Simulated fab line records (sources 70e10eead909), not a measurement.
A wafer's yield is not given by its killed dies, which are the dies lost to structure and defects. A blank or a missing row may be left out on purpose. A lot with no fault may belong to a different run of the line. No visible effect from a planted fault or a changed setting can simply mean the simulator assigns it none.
Matching of chambers ; flow nand harc ; rie diel-02 running NHARC_P_M0_ETCH_34: 4 sister chambers
The step etches the open film in N2/H2, target depth 40 nm, overetch 12 nm, time 43.94 s. 16 wafers are shown with their chamber, then 8 later ones without.

EACH WAFER AND ITS CHAMBER
wafer;chamber;drypump motor current A (A);rf vpp V (V);oes product au (a.u.)
L739.2;3;5.5;429.6;0.998
L739.3;2;6.0;431.4;1.011
L739.6;1;6.1;427.0;1.005
L743.3;2;6.1;431.3;0.993
L743.4;1;6.0;427.5;1.007
L743.5;2;6.1;431.0;1.000
L742.3;3;5.5;429.6;1.000
L742.5;3;5.5;430.8;0.999
L742.6;2;6.1;432.0;1.007
L745.1;1;6.1;428.0;0.998
L745.5;0;5.5;427.5;0.997
L745.6;3;5.5;428.5;0.997
L748.2;3;5.5;429.1;0.992
L748.3;0;5.5;426.6;0.997
L748.4;2;6.1;429.8;1.008
L749.1;1;6.0;427.4;1.000

SIGNATURES (averages over the wafers above)
reading;chamber 0;chamber 1;chamber 2;chamber 3;scatter within a chamber
drypump motor current A;5.500;6.050;6.080;5.500;0.0387
rf vpp V;427.050;427.475;431.100;429.520;0.731
oes product au;0.99700;1.00250;1.00380;0.99720;0.00502
Rule: a wafer's distance from a chamber is the root of the sum, over the readings, of the square of ((its reading less the chamber's mean) divided by the reading's scatter). The wafer belongs to the nearest chamber; if the next one is less than 2 further off, it can't be placed. The scatter: take each reading less its chamber's mean, square it, sum over the shown wafers, divide by the number of wafers less the number of chambers, and take the root.

WAFERS WHOSE CHAMBER IS MISSING
wafer;drypump motor current A (A);rf vpp V (V);oes product au (a.u.)
L749.5;5.5;427.6;1.002
L749.6;5.5;429.2;0.990
L751.2;6.1;432.6;1.001
L751.3;5.5;429.1;1.001
L751.5;6.1;428.9;1.010
L756.1;6.1;432.0;1.004
L756.5;5.5;429.2;0.995
L756.6;6.1;432.4;0.992

CHAMBER TAKEN BY EACH
wafer;from the rows above;in truth
L749.5;can't be placed: 0 or 3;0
L749.6;can't be placed: 3 or 0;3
L751.2;2;2
L751.3;can't be placed: 3 or 0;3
L751.5;can't be placed: 1 or 2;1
L756.1;2;2
L756.5;3;3
L756.6;2;2
Correct placement for 4 of the 8. These rows do not allow placing 4 (true chamber among the candidates in 4). Wrongly placed: 0.
